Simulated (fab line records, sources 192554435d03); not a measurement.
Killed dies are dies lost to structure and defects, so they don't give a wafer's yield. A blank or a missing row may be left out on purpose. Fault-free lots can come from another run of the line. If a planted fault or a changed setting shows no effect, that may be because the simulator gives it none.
Comparing a struck lot with a sound one / flow n5Finfet / 15 steps out of a route of 1938
Sound: these wafers, L765.1, L765.3, L765.5. Struck: wafer L775.5. (L775.2 of the same lot was not struck and is left out.) The cause comes at the end.
Order at every step that has rows: each side's tool, ch and its chambers, its first start. Under that, the readings that differ: sound wafers / struck wafers / difference of the means / sigmas: that difference in standard deviations of wafers without a fault.
alike: readings with means less than 2 such deviations apart, plus words and numbers identical on both sides. not compared: withheld readings, readings lacking a value on some wafer, bounds such as >300 that could conceal the same value, and numbers that have no deviation in the record and whose values overlap.
A row with sigmas, a row that says differs or no value, or rows on one side alone: a step with any of these is where the two part. Non-overlapping numbers with no deviation appear without sigmas and do not part them. Lack of a reading on every wafer of one side parts them only where that side has two or more wafers.

first, 1 step without rows for these wafers: N5_MOL_CONTACT_COAG_STRIP_98 (strips in N2/H2).
N5_MOL_CONTACT_COAG_CD_MEAS_99 targets a cd of 17.2 nm.
  sound on cdSem-03 at day 5 01:43; struck on cdSem-02 at day 8 02:10
  alike: cdNm
then, 2 steps without rows for these wafers: N5_MOL_CONTACT_COAG_IMPLANT_129; N5_MOL_CONTACT_COAG_PRECLEAN_111 (cleans in NF3:NH3, afs cycles 1, time 20 s, sublimation time 60 s).
N5_MOL_CONTACT_COAG_TI_SIL_19: material Ti, target thk 4.2 nm, time 15 s.
  sound on pvdSputter-01 at day 5 04:16; struck on pvdSputter-01 at day 8 02:37
  alike: throttleValvePct
then, 3 steps without rows for these wafers: N5_MOL_CONTACT_COAG_ALD_20 (deposits TiN, target thk 1.5 nm, pulse time 1 s, purge time 3 s); N5_MOL_CONTACT_COAG_SIL_ANNEAL_21 (time 60 s); N5_MOL_CONTACT_COAG_PRE_CLEAN_141 (time 60 s).
N5_MOL_CONTACT_COAG_SPUTTER_143: material Co, target thk 2.5 nm.
  sound on pvdSputter-01 at day 5 05:35; struck on pvdSputter-02 at day 8 03:52
  alike: throttleValvePct
N5_MOL_CONTACT_COAG_CO_FILL_22: material Co, precursor CCTBA/H2, target thk 20 nm.
  sound on cvdCo-02 ch 1,2, day 5 05:43; struck on cvdCo-02 ch 1, day 8 03:59
  alike: heaterPowerW
  not compared: sinceWetCleanH
N5_MOL_CONTACT_COAG_ANNEAL_113: time 300 s.
  sound on rtpAnneal-01 ch 0, day 5 06:20; struck on rtpAnneal-02 ch 0, day 8 04:52
reading=lamp_zone_5_pct (%); sound=2.96 2.96 2.96; struck=2.85; difference=-0.11; sigmas=-2
reading=lamp_zone_6_pct (%); sound=2.93 2.92 2.93; struck=2.82; difference=-0.11; sigmas=-2
  alike: lampPowerPct, wafer_temp_C_max
N5_MOL_CONTACT_COAG_PRE_CLEAN_142: time 60 s.
  sound on pvdSputter-03 at day 5 07:53; struck on pvdSputter-03 at day 8 06:10
  alike: heaterPowerW
N5_MOL_CONTACT_COAG_SPUTTER_130: material Co, target thk 47.5 nm.
  sound on pvdSputter-03 at day 5 07:57; struck on pvdSputter-03 at day 8 06:14
reading=model.Co_of_MOL_CONTACT_COAG_SPUTTER_130.thkNm (nm); sound=47.6 47.8 47.6; struck=33; difference=-15; sigmas=
  alike: throttleValvePct
then, 1 step without rows for these wafers: N5_MOL_CONTACT_COAG_PRECLEAN_125 (cleans in DIW, time 57.5 s).
-- the record jumps here: 10 days lie between the struck wafers' starts before and after (it left off in module MOL_CONTACT_COAG and takes up again in module PASSIVATION, whose first step shown is number 1936 of the route) --
N5_PASSIVATION_PROBE_49:
  rows exist in the record for the struck wafers here (prober-02, day 17 23:08), but not for the sound ones

## WHERE THEY PART
Last at N5_PASSIVATION_PROBE_49 as far as this record goes, first at N5_MOL_CONTACT_COAG_ANNEAL_113.

WHY: the cause the simulator had injected
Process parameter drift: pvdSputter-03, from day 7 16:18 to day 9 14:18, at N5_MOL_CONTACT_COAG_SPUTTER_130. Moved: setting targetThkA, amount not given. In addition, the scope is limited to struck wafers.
